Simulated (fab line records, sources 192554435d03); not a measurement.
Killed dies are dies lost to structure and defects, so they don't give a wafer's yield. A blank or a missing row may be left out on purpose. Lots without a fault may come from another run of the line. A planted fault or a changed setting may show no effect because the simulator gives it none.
A struck lot beside a sound one | flow n5_finfet | 39 steps out of a route of 1938
Sound: wafers L392.1, L392.4, L392.5. Struck: wafer L409.4. (L409.3 of the same lot was not struck and is left out.) The cause comes at the end.
At each step with rows: each side's tool, then ch and its chambers, then its first start. Under that, the readings that differ: sound wafers | struck wafers | difference of the means | sigmas: that difference in standard deviations of wafers without a fault.
alike: readings whose means differ by less than 2 such deviations, and words and numbers that are the same on both sides. not compared: withheld readings, readings that some wafer has no value for, bounds like >300 that may hide the same value, and numbers for which the record gives no deviation and whose values overlap.
The two part at a step that has a row with sigmas, a row that says differs or no value, or rows on one side only. Numbers that don't overlap but have no deviation are shown without sigmas and don't part them. A reading that every wafer of one side lacks parts them only if that side has two wafers or more.

first, 10 steps without rows for these wafers: N5_BEOL_M1_STRIP_36 (strips in N2/H2); N5_BEOL_M1_TRENCH_ETCH_37 (etches SiOC in C4F6/O2, target depth 55.207 nm, time 29 s); N5_BEOL_M1_ETCH_41 (etches SiCN in CH3F/O2, target depth 31.9 nm, time 57.8 s); N5_BEOL_M1_STRIP_97 (strips in N2/H2, time 10 s); N5_BEOL_M1_HM_STRIP_39 (strips TiN in peroxide tin strip, target depth 25 nm, time 158 s); N5_BEOL_M1_SRD_40 (time 30 s); N5_BEOL_M1_PRECLEAN_42 (cleans in residue remover, time 60 s); N5_BEOL_M1_SRD_43 (time 30 s); N5_BEOL_M1_DEGAS_44 (time 60 s); N5_BEOL_M1_PRE_CLEAN_45 (time 30 s).
N5_BEOL_M1_ALD_84: deposits TaN, pulse time 2 s, purge time 3 s, co reactant purge time 2 s.
  sound on ald_metal-02 ch 0,1,2, day 7 06:52; struck on ald_metal-02 ch 2, day 11 16:03
  reading    | sound    | struck | difference | sigmas
  ald_cycles | 30 30 30 | 16     | -14        |
  alike: heater_power_w, mfc_carrier_sccm, precursor_vessel_temp_c
  not compared: model.TaN_of_BEOL_M1_ALD_84.thk_nm
then, 26 steps without rows for these wafers: N5_BEOL_M1_SURFACE_TREAT_85; N5_BEOL_M1_CVD_47 (deposits Co from CCTBA/H2, target thk 3 nm, time 223.8 s); N5_BEOL_M1_SPUTTER_48 (material Cu, target thk 4.5 nm, time 8.29 s); N5_BEOL_M1_ANNEAL_49 (time 240 s); N5_BEOL_M1_SPUTTER_79 (material Cu, target thk 4.5 nm, time 8.29 s); N5_BEOL_M1_ANNEAL_80 (time 240 s); N5_BEOL_M1_SPUTTER_81 (material Cu, target thk 4.5 nm, time 8.29 s); N5_BEOL_M1_ANNEAL_82 (time 240 s); N5_BEOL_M1_SPUTTER_86 (material Cu, target thk 4.5 nm, time 8.29 s); N5_BEOL_M1_ANNEAL_87 (time 240 s); N5_BEOL_M1_SPUTTER_88 (material Cu, target thk 4.5 nm, time 8.29 s); N5_BEOL_M1_ANNEAL_89 (time 240 s); N5_BEOL_M1_SPUTTER_90 (material Cu, target thk 4.5 nm, time 8.29 s); N5_BEOL_M1_ANNEAL_91 (time 240 s); N5_BEOL_M1_SPUTTER_92 (material Cu, target thk 4.5 nm, time 8.29 s); N5_BEOL_M1_ANNEAL_93 (time 240 s); N5_BEOL_M1_SPUTTER_94 (material Cu, target thk 4.5 nm, time 8.29 s); N5_BEOL_M1_ANNEAL_95 (time 240 s); N5_BEOL_M1_SPUTTER_96 (material Cu, target thk 4.5 nm, time 8.29 s); N5_BEOL_M1_ECD_50 (material Cu, target thk 300 nm); N5_BEOL_M1_ANNEAL_51 (time 90 s); N5_BEOL_M1_CMP_52 (polishes, stops on SiOC, t overpolish 6.8 s, target thk 40 nm); N5_BEOL_M1_PRE_CLEAN_60 (time 15 s); N5_BEOL_M1_CO_CAP_55 (material Co, precursor CCTBA/H2, target thk 2 nm, time 102.1 s); N5_BEOL_M1_PRE_CLEAN_56 (time 15 s); N5_BEOL_M1_DEP_57 (deposits SiCN from 3MS/NH3, target thk 8 nm, time 14 s).
-- the record jumps here: 4 days lie between the struck wafers' starts before and after (it left off in module BEOL_M1 and takes up again in module BEOL_M4, whose first step shown is number 1111 of the route) --
N5_BEOL_M4_RC_MEAS_101:
  sound on prober-02 ch 0, day 10 23:32; struck on prober-02 ch 0, day 15 06:50
  reading                      | sound                   | struck   | difference | sigmas
  CHAIN_V0 (ohm/link)          | 227 227 236             | 162      | -68        | -7
  CHAIN_V0_max_site (ohm/link) | 246 230 246             | 164      | -77        | -7
  COMB_M1 (S/m)                | 4.4e-11 4e-11 5.6e-11   | 3.37e-10 | +2.90e-10  | +29
  COMB_M1_max_site (S/m)       | 7.6e-11 6.8e-11 7.7e-11 | 5.64e-10 | +4.90e-10  | +25
  IOFF_P (nA/um)               | 0.17 0.19 0.22          | 0.27     | +0.08      | +2
  alike: DIBL_N, DIBL_P, IOFF_N, ION_N, ION_P, SS_N, SS_P, VT_N, VT_P
-- the record jumps here: 5 days lie between the struck wafers' starts before and after (it left off in module BEOL_M4 and takes up again in module PASSIVATION, whose first step shown is number 1936 of the route) --
N5_PASSIVATION_PROBE_49:
  sound on prober-02, day 15 05:34; struck on prober-02, day 20 06:05
  reading                  | sound          | struck | difference | sigmas
  defect_limited_yield (%) | 94.6 90.0 93.1 | 70.6   | -22.0      | -16
  killed_at_M0_to_M3       | 25 27 33       | 297    | +269       | +24
  killed_at_other          | 0 3 2          | 7      | +5         | +2
  killed_dies              | 64 118 81      | 347    | +259       | +16
  killed_on_rim            | 7 18 10        | 41     | +29        | +8
  sort_bin_4_leakage (%)   | 0 0 0          | 22.97  | +22.97     | +99 or more
  sort_n_pass              | 1116 1062 1099 | 833    | -259       | -16
  sort_yield_pct (%)       | 94.6 90.0 93.1 | 70.6   | -22.0      | -16
  alike: killed_at_M4_up, killed_at_contacts, killed_at_front_end, killed_open, killed_short, sort_bin_5_function, sort_bin_6_memory

WHERE THEY PART
First at N5_BEOL_M4_RC_MEAS_101; last, within this record, at N5_PASSIVATION_PROBE_49.

WHY: what the simulator had put in
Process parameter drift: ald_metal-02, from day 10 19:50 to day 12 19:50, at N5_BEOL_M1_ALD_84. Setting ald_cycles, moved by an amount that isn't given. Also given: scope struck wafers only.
